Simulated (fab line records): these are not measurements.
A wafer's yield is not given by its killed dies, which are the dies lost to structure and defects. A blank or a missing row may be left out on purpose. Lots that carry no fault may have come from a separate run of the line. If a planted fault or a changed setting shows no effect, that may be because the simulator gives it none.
Which tool was responsible? || flow n5-finfet || Sampling: 12 lots, 30 wafers, 5 of 1938 route steps

## WHAT THE GAUGES READ, wafer by wafer
The record lacks any reading of a measuring or inspecting step that a usual standard deviation could be used to judge.

## EACH LOT AND THE TOOL THAT RAN IT (in order: tool; ch and the chambers of the sampled wafers; start)
{"lot": "L487", "N5_BEOL_M7_TRENCH_ETCH_37": "rie-diel-01 ch 2,3, day 9 10:47 or earlier", "N5_BEOL_M7_SURFACE_TREAT_79": "pvd-sputter-01, day 9 10:47", "N5_BEOL_M7_CMP_52": "cmp-04 ch 0,1,2, day 9 11:42", "N5_BEOL_M8_COAT_59": "litho-track-03 ch 0, day 9 13:22", "N5_PASSIVATION_PROBE_49": "-"}
{"lot": "L488", "N5_BEOL_M7_TRENCH_ETCH_37": "rie-diel-04 ch 2,3, day 9 15:13 or earlier", "N5_BEOL_M7_SURFACE_TREAT_79": "pvd-sputter-03, day 9 15:13", "N5_BEOL_M7_CMP_52": "cmp-02 ch 0,3, day 9 16:28", "N5_BEOL_M8_COAT_59": "litho-track-01 ch 0, day 9 18:39", "N5_PASSIVATION_PROBE_49": "-"}
{"lot": "L489", "N5_BEOL_M7_TRENCH_ETCH_37": "rie-diel-01 ch 0,3, day 9 17:25 or earlier", "N5_BEOL_M7_SURFACE_TREAT_79": "pvd-sputter-01, day 9 17:25", "N5_BEOL_M7_CMP_52": "cmp-02 ch 0,2,3, day 9 18:21", "N5_BEOL_M8_COAT_59": "litho-track-01 ch 0, day 9 21:11", "N5_PASSIVATION_PROBE_49": "-"}
{"lot": "L491", "N5_BEOL_M7_TRENCH_ETCH_37": "rie-diel-02 ch 2, day 10 06:35 or earlier", "N5_BEOL_M7_SURFACE_TREAT_79": "pvd-sputter-01, day 10 06:35", "N5_BEOL_M7_CMP_52": "cmp-04 ch 0, day 10 07:36", "N5_BEOL_M8_COAT_59": "litho-track-03 ch 0, day 10 09:04", "N5_PASSIVATION_PROBE_49": "-"}
{"lot": "L493", "N5_BEOL_M7_TRENCH_ETCH_37": "rie-diel-01 ch 0,3, day 10 16:47 or earlier", "N5_BEOL_M7_SURFACE_TREAT_79": "pvd-sputter-01, day 10 16:47", "N5_BEOL_M7_CMP_52": "cmp-03 ch 2,3, day 10 17:33", "N5_BEOL_M8_COAT_59": "litho-track-01 ch 0, day 10 19:08", "N5_PASSIVATION_PROBE_49": "-"}
{"lot": "L495", "N5_BEOL_M7_TRENCH_ETCH_37": "rie-diel-04 ch 0,2,3, day 11 08:58 or earlier", "N5_BEOL_M7_SURFACE_TREAT_79": "pvd-sputter-01, day 11 08:58", "N5_BEOL_M7_CMP_52": "cmp-04 ch 0,2,3, day 11 10:30", "N5_BEOL_M8_COAT_59": "litho-track-01 ch 0, day 11 13:57", "N5_PASSIVATION_PROBE_49": "-"}
{"lot": "L497", "N5_BEOL_M7_TRENCH_ETCH_37": "rie-diel-04 ch 0,3, day 12 04:41 or earlier", "N5_BEOL_M7_SURFACE_TREAT_79": "pvd-sputter-03, day 12 04:41", "N5_BEOL_M7_CMP_52": "cmp-02 ch 1,3, day 12 05:42", "N5_BEOL_M8_COAT_59": "litho-track-04 ch 0, day 12 09:09", "N5_PASSIVATION_PROBE_49": "-"}
{"lot": "L501", "N5_BEOL_M7_TRENCH_ETCH_37": "rie-diel-04 ch 2, day 13 01:22 or earlier", "N5_BEOL_M7_SURFACE_TREAT_79": "pvd-sputter-02, day 13 01:22", "N5_BEOL_M7_CMP_52": "cmp-02 ch 0,1, day 13 02:29", "N5_BEOL_M8_COAT_59": "litho-track-01 ch 0, day 13 05:23", "N5_PASSIVATION_PROBE_49": "-"}
{"lot": "L506", "N5_BEOL_M7_TRENCH_ETCH_37": "rie-diel-02 ch 0,3, day 14 01:26 or earlier", "N5_BEOL_M7_SURFACE_TREAT_79": "pvd-sputter-01, day 14 01:26", "N5_BEOL_M7_CMP_52": "cmp-03 ch 1,2, day 14 02:16", "N5_BEOL_M8_COAT_59": "litho-track-03 ch 0, day 14 04:17", "N5_PASSIVATION_PROBE_49": "-"}
{"lot": "L505", "N5_BEOL_M7_TRENCH_ETCH_37": "rie-diel-04 ch 0,3, day 14 01:28 or earlier", "N5_BEOL_M7_SURFACE_TREAT_79": "pvd-sputter-01, day 14 01:28", "N5_BEOL_M7_CMP_52": "cmp-02 ch 0,1, day 14 02:20", "N5_BEOL_M8_COAT_59": "litho-track-01 ch 0, day 14 05:43", "N5_PASSIVATION_PROBE_49": "prober-01, day 17 05:57"}
{"lot": "L507", "N5_BEOL_M7_TRENCH_ETCH_37": "rie-diel-02 ch 0,1, day 14 10:50 or earlier", "N5_BEOL_M7_SURFACE_TREAT_79": "pvd-sputter-03, day 14 10:50", "N5_BEOL_M7_CMP_52": "cmp-02 ch 0,2,3, day 14 12:10", "N5_BEOL_M8_COAT_59": "litho-track-03 ch 0, day 14 13:25", "N5_PASSIVATION_PROBE_49": "-"}
{"lot": "L509", "N5_BEOL_M7_TRENCH_ETCH_37": "rie-diel-01 ch 0,1, day 14 17:07 or earlier", "N5_BEOL_M7_SURFACE_TREAT_79": "pvd-sputter-03, day 14 17:07", "N5_BEOL_M7_CMP_52": "cmp-04 ch 0,2, day 14 18:04", "N5_BEOL_M8_COAT_59": "litho-track-03 ch 0, day 14 19:45", "N5_PASSIVATION_PROBE_49": "-"}
- N5_BEOL_M7_TRENCH_ETCH_37: etches SiCOH lowk in C4F6/O2, target depth 93.478 nm, time 31.2 s.
- N5_BEOL_M7_SURFACE_TREAT_79
- N5_BEOL_M7_CMP_52: polishes, stops on SiCOH lowk, t overpolish 6.9 s, target thk 80 nm.
- N5_BEOL_M8_COAT_59: time 60 s, resist thk 100 nm.
- N5_PASSIVATION_PROBE_49

## AS READ BY THE TOOLS THEMSELVES (means over the sampled wafers that have a number; for cases with no such wafer, the mark the record gives instead)
N5_BEOL_M7_TRENCH_ETCH_37.
{"lot": "L487", "tool": "rie-diel-01", "C4F6_flow_sccm (sccm)": 10.014, "chamber-pressure-mTorr (mTorr)": 29.972, "drypump-motor-current-A (A)": 6.6, "oes-product-au (a.u.)": 0.76, "rf-fwd-power-W (W)": 342.3, "rf-vpp-V (V)": 667, "showerhead-plenum-p-Torr (Torr)": 2.76, "throttle-valve-pct (%)": 20.48}
{"lot": "L488", "tool": "rie-diel-04", "C4F6_flow_sccm (sccm)": 9.960, "chamber-pressure-mTorr (mTorr)": 29.990, "drypump-motor-current-A (A)": 6.2, "oes-product-au (a.u.)": 0.76, "rf-fwd-power-W (W)": 339.5, "rf-vpp-V (V)": 672, "showerhead-plenum-p-Torr (Torr)": 2.73, "throttle-valve-pct (%)": 20.66}
{"lot": "L489", "tool": "rie-diel-01", "C4F6_flow_sccm (sccm)": 9.989, "chamber-pressure-mTorr (mTorr)": 29.993, "drypump-motor-current-A (A)": 5.5, "oes-product-au (a.u.)": 0.83, "rf-fwd-power-W (W)": 342.2, "rf-vpp-V (V)": 666, "showerhead-plenum-p-Torr (Torr)": 2.78, "throttle-valve-pct (%)": 20.48}
{"lot": "L491", "tool": "rie-diel-02", "C4F6_flow_sccm (sccm)": 10.018, "chamber-pressure-mTorr (mTorr)": 29.977, "drypump-motor-current-A (A)": 6.2, "oes-product-au (a.u.)": 0.87, "rf-fwd-power-W (W)": 341.4, "rf-vpp-V (V)": 652, "showerhead-plenum-p-Torr (Torr)": 3.01, "throttle-valve-pct (%)": 20.73}
{"lot": "L493", "tool": "rie-diel-01", "C4F6_flow_sccm (sccm)": 9.977, "chamber-pressure-mTorr (mTorr)": 30.008, "drypump-motor-current-A (A)": 5.9, "oes-product-au (a.u.)": 0.77, "rf-fwd-power-W (W)": 341.8, "rf-vpp-V (V)": 660, "showerhead-plenum-p-Torr (Torr)": 2.79, "throttle-valve-pct (%)": 20.52}
{"lot": "L495", "tool": "rie-diel-04", "C4F6_flow_sccm (sccm)": 10.016, "chamber-pressure-mTorr (mTorr)": 29.989, "drypump-motor-current-A (A)": 6.2, "oes-product-au (a.u.)": 0.73, "rf-fwd-power-W (W)": 339.1, "rf-vpp-V (V)": 684, "showerhead-plenum-p-Torr (Torr)": 2.79, "throttle-valve-pct (%)": 20.79}
{"lot": "L497", "tool": "rie-diel-04", "C4F6_flow_sccm (sccm)": 9.976, "chamber-pressure-mTorr (mTorr)": 30.003, "drypump-motor-current-A (A)": 6.4, "oes-product-au (a.u.)": 0.74, "rf-fwd-power-W (W)": 340.9, "rf-vpp-V (V)": 689, "showerhead-plenum-p-Torr (Torr)": 2.83, "throttle-valve-pct (%)": 20.83}
{"lot": "L501", "tool": "rie-diel-04", "C4F6_flow_sccm (sccm)": 10.006, "chamber-pressure-mTorr (mTorr)": 30.013, "drypump-motor-current-A (A)": 5.7, "oes-product-au (a.u.)": 0.70, "rf-fwd-power-W (W)": 337.8, "rf-vpp-V (V)": 672, "showerhead-plenum-p-Torr (Torr)": 2.70, "throttle-valve-pct (%)": 20.74}
{"lot": "L506", "tool": "rie-diel-02", "C4F6_flow_sccm (sccm)": 9.979, "chamber-pressure-mTorr (mTorr)": 30.002, "drypump-motor-current-A (A)": 5.8, "oes-product-au (a.u.)": 0.78, "rf-fwd-power-W (W)": 341.4, "rf-vpp-V (V)": 654, "showerhead-plenum-p-Torr (Torr)": 2.85, "throttle-valve-pct (%)": 21.09}
{"lot": "L505", "tool": "rie-diel-04", "C4F6_flow_sccm (sccm)": 9.972, "chamber-pressure-mTorr (mTorr)": 30.006, "drypump-motor-current-A (A)": 6.5, "oes-product-au (a.u.)": 0.74, "rf-fwd-power-W (W)": 339.6, "rf-vpp-V (V)": 681, "showerhead-plenum-p-Torr (Torr)": 2.78, "throttle-valve-pct (%)": 20.79}
{"lot": "L507", "tool": "rie-diel-02", "C4F6_flow_sccm (sccm)": 10.010, "chamber-pressure-mTorr (mTorr)": 30.024, "drypump-motor-current-A (A)": 5.5, "oes-product-au (a.u.)": 0.82, "rf-fwd-power-W (W)": 341.6, "rf-vpp-V (V)": 642, "showerhead-plenum-p-Torr (Torr)": 2.87, "throttle-valve-pct (%)": 20.90}
{"lot": "L509", "tool": "rie-diel-01", "C4F6_flow_sccm (sccm)": 10.002, "chamber-pressure-mTorr (mTorr)": 30.002, "drypump-motor-current-A (A)": 5.8, "oes-product-au (a.u.)": 0.81, "rf-fwd-power-W (W)": 340.7, "rf-vpp-V (V)": 652, "showerhead-plenum-p-Torr (Torr)": 2.82, "throttle-valve-pct (%)": 20.88}

N5_BEOL_M7_CMP_52.
{"lot": "L487", "tool": "cmp-04", "barrier-field-endpoint-s (s)": 30.4, "motor-current-A (A)": 5.7, "overpolish-run-s (s)": 6.895, "time-to-endpoint-s (s)": 65}
{"lot": "L488", "tool": "cmp-02", "barrier-field-endpoint-s (s)": 29.5, "motor-current-A (A)": 5.9, "overpolish-run-s (s)": 6.906, "time-to-endpoint-s (s)": 66}
{"lot": "L489", "tool": "cmp-02", "barrier-field-endpoint-s (s)": 29.5, "motor-current-A (A)": 5.8, "overpolish-run-s (s)": 6.905, "time-to-endpoint-s (s)": 63}
{"lot": "L491", "tool": "cmp-04", "barrier-field-endpoint-s (s)": 29.6, "motor-current-A (A)": 5.7, "overpolish-run-s (s)": 6.905, "time-to-endpoint-s (s)": 66}
{"lot": "L493", "tool": "cmp-03", "barrier-field-endpoint-s (s)": 30.0, "motor-current-A (A)": 5.7, "overpolish-run-s (s)": 6.898, "time-to-endpoint-s (s)": 67}
{"lot": "L495", "tool": "cmp-04", "barrier-field-endpoint-s (s)": 28.7, "motor-current-A (A)": 6.1, "overpolish-run-s (s)": 6.904, "time-to-endpoint-s (s)": 64}
{"lot": "L497", "tool": "cmp-02", "barrier-field-endpoint-s (s)": 27.9, "motor-current-A (A)": 6.5, "overpolish-run-s (s)": 6.905, "time-to-endpoint-s (s)": 62}
{"lot": "L501", "tool": "cmp-02", "barrier-field-endpoint-s (s)": 29.6, "motor-current-A (A)": 6.3, "overpolish-run-s (s)": 6.894, "time-to-endpoint-s (s)": 66}
{"lot": "L506", "tool": "cmp-03", "barrier-field-endpoint-s (s)": 28.4, "motor-current-A (A)": 6.2, "overpolish-run-s (s)": 6.905, "time-to-endpoint-s (s)": 62}
{"lot": "L505", "tool": "cmp-02", "barrier-field-endpoint-s (s)": 28.8, "motor-current-A (A)": 6.3, "overpolish-run-s (s)": 6.901, "time-to-endpoint-s (s)": 63}
{"lot": "L507", "tool": "cmp-02", "barrier-field-endpoint-s (s)": 29.2, "motor-current-A (A)": 5.9, "overpolish-run-s (s)": 6.898, "time-to-endpoint-s (s)": 66}
{"lot": "L509", "tool": "cmp-04", "barrier-field-endpoint-s (s)": 30.4, "motor-current-A (A)": 5.6, "overpolish-run-s (s)": 6.891, "time-to-endpoint-s (s)": 69}

N5_BEOL_M8_COAT_59.
{"lot": "L487", "tool": "litho-track-03", "spin-speed-rpm (rpm)": 1500.2}
{"lot": "L488", "tool": "litho-track-01", "spin-speed-rpm (rpm)": 1500.1}
{"lot": "L489", "tool": "litho-track-01", "spin-speed-rpm (rpm)": 1499.7}
{"lot": "L491", "tool": "litho-track-03", "spin-speed-rpm (rpm)": 1500.0}
{"lot": "L493", "tool": "litho-track-01", "spin-speed-rpm (rpm)": 1500.1}
{"lot": "L495", "tool": "litho-track-01", "spin-speed-rpm (rpm)": 1499.6}
{"lot": "L497", "tool": "litho-track-04", "spin-speed-rpm (rpm)": 1499.3}
{"lot": "L501", "tool": "litho-track-01", "spin-speed-rpm (rpm)": 1499.8}
{"lot": "L506", "tool": "litho-track-03", "spin-speed-rpm (rpm)": 1498.9}
{"lot": "L505", "tool": "litho-track-01", "spin-speed-rpm (rpm)": 1577.7}
{"lot": "L507", "tool": "litho-track-03", "spin-speed-rpm (rpm)": 1499.8}
{"lot": "L509", "tool": "litho-track-03", "spin-speed-rpm (rpm)": 1501.7}

N5_PASSIVATION_PROBE_49.
{"lot": "L505", "tool": "prober-01", "defect-limited-yield (%)": 87.8, "killed_at_M0_to_M3": 35, "killed_at_M4_up": 23, "killed-at-contacts": 14, "killed-at-front-end": 68, "killed-at-other": 4.7, "killed-dies": 144, "killed-open": 75, "killed-short": 38, "sort_bin_4_leakage (%)": 0.03, "sort_bin_5_function (%)": 7.1, "sort_bin_6_memory (%)": 3.6, "sort_bin_8_speed (%)": 0.00, "sort-n-pass": 1035, "sort-yield-pct (%)": 87.7}

## THE ANSWER, worked out from the rows above alone
Rule: the lots themselves supply what counts as usual. Put in order of their means at a reading, lots are off if they are a third of the lots or fewer, leave a main group of 4 or more, and stand apart from it by a gap of 3 or more times the standard deviation of the main group's means; of several such gaps the widest counts. The tables above print the reading to a certain number of digits; a main group whose means all agree to those digits is not used. Also off: a lot with no number at a reading for which 4 or more lots have one. All remaining lots with rows at the step are treated as sound. Order of review: gauges by route order, followed by the tools' own readings, for which a lot's mean as printed above is used. At the first step where some lot is off, the reading lying furthest off is the one used; lots without a number count as furthest.
Off: L505 (N5_BEOL_M8_COAT_59, spin-speed-rpm). Main group: mean 1499.9 rpm, sd 0.67.
A tool fits if, at that step or a process step before it, it ran every lot that is off, and no sound lot after the first of them. With no start given for some of its lots, N5_BEOL_M7_TRENCH_ETCH_37 uses the hours and lot order of N5_BEOL_M7_SURFACE_TREAT_79. Can't be told from this: 3 tools fit, rie-diel-04 at N5_BEOL_M7_TRENCH_ETCH_37, pvd-sputter-01 at N5_BEOL_M7_SURFACE_TREAT_79, litho-track-01 at N5_BEOL_M8_COAT_59.

## WHAT THE SIMULATOR HAD INSERTED
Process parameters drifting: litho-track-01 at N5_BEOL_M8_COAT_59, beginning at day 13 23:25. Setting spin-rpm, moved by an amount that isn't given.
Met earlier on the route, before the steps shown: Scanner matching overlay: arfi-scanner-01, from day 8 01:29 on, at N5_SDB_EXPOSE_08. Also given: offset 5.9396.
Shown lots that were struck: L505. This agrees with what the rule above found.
